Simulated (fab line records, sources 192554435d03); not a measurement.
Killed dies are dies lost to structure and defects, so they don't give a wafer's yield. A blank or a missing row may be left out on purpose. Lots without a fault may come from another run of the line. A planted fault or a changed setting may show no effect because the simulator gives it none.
Split-lot experiment | flow n5_finfet | 7 lots, 21 wafers read, on a route of 1938 steps

THE SPLIT
At N5_FIN_SAQP_ETCH_65 (etches SiO2 in CF4, target depth 4 nm, time 4.4 s), the setting time_s was moved away from the recipe's 4.4 s on 6 of the 21 wafers read, by -16.2% to +11.2%. The other wafers ran this setting at the recipe's value.

The reading is taken at the split's own step.

THE READING
etch.depth_nm (the simulator's own value, which no gauge read), in nm, at N5_FIN_SAQP_ETCH_65 (etches SiO2 in CF4, target depth 4 nm, time 4.4 s). The file gives no usual value for it. The 15 wafers here that ran the recipe average 4.025 nm, standard deviation 0.066 nm.

wafer  | tool, chamber at the split | time_s as run, s | against the recipe | etch.depth_nm, nm | against lot-mates on the recipe
L079.3 | rie_si-05, 0               | 4.121            | -6.3%              | 3.652             | -0.362
L079.5 | rie_si-05, 3               | 4.4              | recipe             | 4.104             | -
L079.6 | rie_si-05, 2               | 4.4              | recipe             | 3.925             | -
L081.2 | rie_si-05, 3               | 4.891            | +11.2%             | 4.598             | +0.529
L081.4 | rie_si-05, 1               | 4.4              | recipe             | 4.005             | -
L081.6 | rie_si-05, 3               | 4.4              | recipe             | 4.132             | -
L087.2 | rie_si-01, 1               | 4.4              | recipe             | 4.031             | -
L087.3 | rie_si-01, 3               | 3.822            | -13.1%             | 3.463             | -0.581
L087.6 | rie_si-01, 0               | 4.4              | recipe             | 4.058             | -
L090.1 | rie_si-06, 2               | 4.4              | recipe             | 3.916             | -
L090.2 | rie_si-06, 0               | 3.689            | -16.2%             | 3.448             | -0.485
L090.6 | rie_si-06, 1               | 4.4              | recipe             | 3.95              | -
L091.1 | rie_si-06, 3               | 4.4              | recipe             | 4.03              | -
L091.4 | rie_si-06, 1               | 4.4              | recipe             | 3.951             | -
L091.5 | rie_si-06, 0               | 4.4              | recipe             | 4.032             | -
L096.3 | rie_si-05, 3               | 4.4              | recipe             | 4.076             | -
L096.5 | rie_si-05, 3               | 4.4              | recipe             | 4.094             | -
L096.6 | rie_si-05, 1               | 4.4              | recipe             | 3.982             | -
L097.3 | rie_si-06, 3               | 4.71             | +7.0%              | 4.289             | +0.199
L097.4 | rie_si-06, 0               | 4.71             | +7.0%              | 4.4               | +0.310
L097.5 | rie_si-06, 0               | 4.4              | recipe             | 4.09              | -

THE FIT
A straight line over all 21 wafers: etch.depth_nm changes by +0.0431 nm for each +1% of time_s; r = +0.96; the points scatter about the line by 0.074 nm.
The same after taking each lot's own level away (the mean of its wafers on the recipe; 21 wafers): +0.0391 nm for each +1%; r = +0.96; scatter 0.069 nm.
On that fit, the largest move of time_s shifts the reading by 0.63 nm.
The lots' own levels span 3.9330 to 4.0900 nm, that is 2.4 times the standard deviation above.
So the lot-to-lot level changes the slope: the two fits differ.
Check: with one of the wafers moved furthest among these (-16.2%) left out of the fit, the line predicts -0.729 nm for it against its lot-mates. It came out at -0.485 nm against them.

OTHER SPLITS ON THESE WAFERS
These wafers also went through other splits before the reading. Each is held against what the fit with the lots' levels taken away leaves over:
other split on the same wafers  | wafers away from the commonest value | r with etch.depth_nm (lot level and that fit taken away)
N5_ZERO_LAYER_EXPOSE_08 dose_mj | 9                                    | +0.15
N5_WELL_APT_COAT_02 spin_rpm    | 6                                    | +0.24
N5_FIN_SAQP_HM_DEP_03 time_s    | 11                                   | -0.33
N5_FIN_SAQP_PECVD_06 time_s     | 7                                    | +0.21

THE FILE'S OWN FIT
etch.depth_nm changes by +0.0393 nm for each +1% of time_s, r = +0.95.
